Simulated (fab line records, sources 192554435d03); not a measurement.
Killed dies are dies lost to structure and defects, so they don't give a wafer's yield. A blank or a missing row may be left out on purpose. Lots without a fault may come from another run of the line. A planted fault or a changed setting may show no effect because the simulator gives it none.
Split-lot experiment | flow n5_finfet | 7 lots, 21 wafers read, on a route of 1938 steps

THE SPLIT
At N5_BEOL_M10_PEB_26 (peb time 60 s), the setting peb_time_s was moved away from the recipe's 60 s on 6 of the 21 wafers read, by -9.0% to +21.8%. The other wafers ran this setting at the recipe's value.

FROM THE SPLIT TO THE READING: what the file shows between them, 1 step
- N5_BEOL_M10_DEVELOP_27: develop time 30 s

THE READING
cd_nm, in nm, at N5_BEOL_M10_CD_MEAS_28 (target cd 70 nm). Fault-free wafers of this fab line usually give 69.2 nm, standard deviation 0.95 nm.

wafer  | tool, chamber at the split | peb_time_s as run, s | against the recipe | cd_nm, nm | against lot-mates on the recipe
L074.2 | litho_track-04, 0          | 60                   | recipe             | 70.5      | -
L074.4 | litho_track-04, 0          | 60                   | recipe             | 69.3      | -
L074.6 | litho_track-04, 0          | 60                   | recipe             | 69.6      | -
L080.2 | litho_track-04, 0          | 72.06                | +20.1%             | 76.5      | +7.9
L080.5 | litho_track-04, 0          | 72.06                | +20.1%             | 76.4      | +7.8
L080.6 | litho_track-04, 0          | 60                   | recipe             | 68.6      | -
L081.1 | litho_track-04, 0          | 60                   | recipe             | 69.7      | -
L081.3 | litho_track-04, 0          | 60                   | recipe             | 70.7      | -
L081.5 | litho_track-04, 0          | 60                   | recipe             | 70.3      | -
L084.2 | litho_track-05, 0          | 60                   | recipe             | 68.6      | -
L084.3 | litho_track-05, 0          | 60                   | recipe             | 68.0      | -
L084.4 | litho_track-05, 0          | 60                   | recipe             | 68.0      | -
L085.1 | litho_track-04, 0          | 73.09                | +21.8%             | 79.0      | +9.4
L085.2 | litho_track-04, 0          | 73.09                | +21.8%             | 78.0      | +8.4
L085.3 | litho_track-04, 0          | 60                   | recipe             | 69.6      | -
L089.1 | litho_track-04, 0          | 54.59                | -9.0%              | 65.0      | -4.3
L089.4 | litho_track-04, 0          | 54.59                | -9.0%              | 64.5      | -4.8
L089.6 | litho_track-04, 0          | 60                   | recipe             | 69.3      | -
L094.1 | litho_track-04, 0          | 60                   | recipe             | 69.9      | -
L094.2 | litho_track-04, 0          | 60                   | recipe             | 68.6      | -
L094.6 | litho_track-04, 0          | 60                   | recipe             | 70.6      | -

THE FIT
A straight line over all 21 wafers: cd_nm changes by +0.403 nm for each +1% of peb_time_s; r = +0.97; the points scatter about the line by 0.92 nm.
The same after taking each lot's own level away (the mean of its wafers on the recipe; 21 wafers): +0.413 nm for each +1%; r = +0.99; scatter 0.55 nm.
On that fit, the largest move of peb_time_s shifts the reading by 9 nm.
The lots' own levels span 68.20 to 70.23 nm, that is 2.1 times the standard deviation above.
So the lot-to-lot level changes the slope little: the two slopes agree.
Check: with one of the wafers moved furthest among these (+21.8%) left out of the fit, the line predicts +8.71 nm for it against its lot-mates. It came out at +9.4 nm against them.

OTHER SPLITS ON THESE WAFERS
These wafers also went through other splits before the reading. Each is held against what the fit with the lots' levels taken away leaves over:
other split on the same wafers   | wafers away from the commonest value | r with cd_nm (lot level and that fit taken away)
N5_BEOL_M6_COAT_05 spin_rpm      | 10                                   | -0.35
N5_BEOL_M6_DESCUM_33 time_s      | 7                                    | -0.05
N5_BEOL_M7_DESCUM_33 time_s      | 9                                    | +0.24
N5_BEOL_M7_TRENCH_ETCH_37 time_s | 8                                    | -0.18
N5_BEOL_M8_COAT_22 spin_rpm      | 5                                    | +0.15
N5_BEOL_M9_ETCH_66 time_s        | 9                                    | +0.10

THE FILE'S OWN FIT
cd_nm changes by +0.408 nm for each +1% of peb_time_s, r = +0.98.
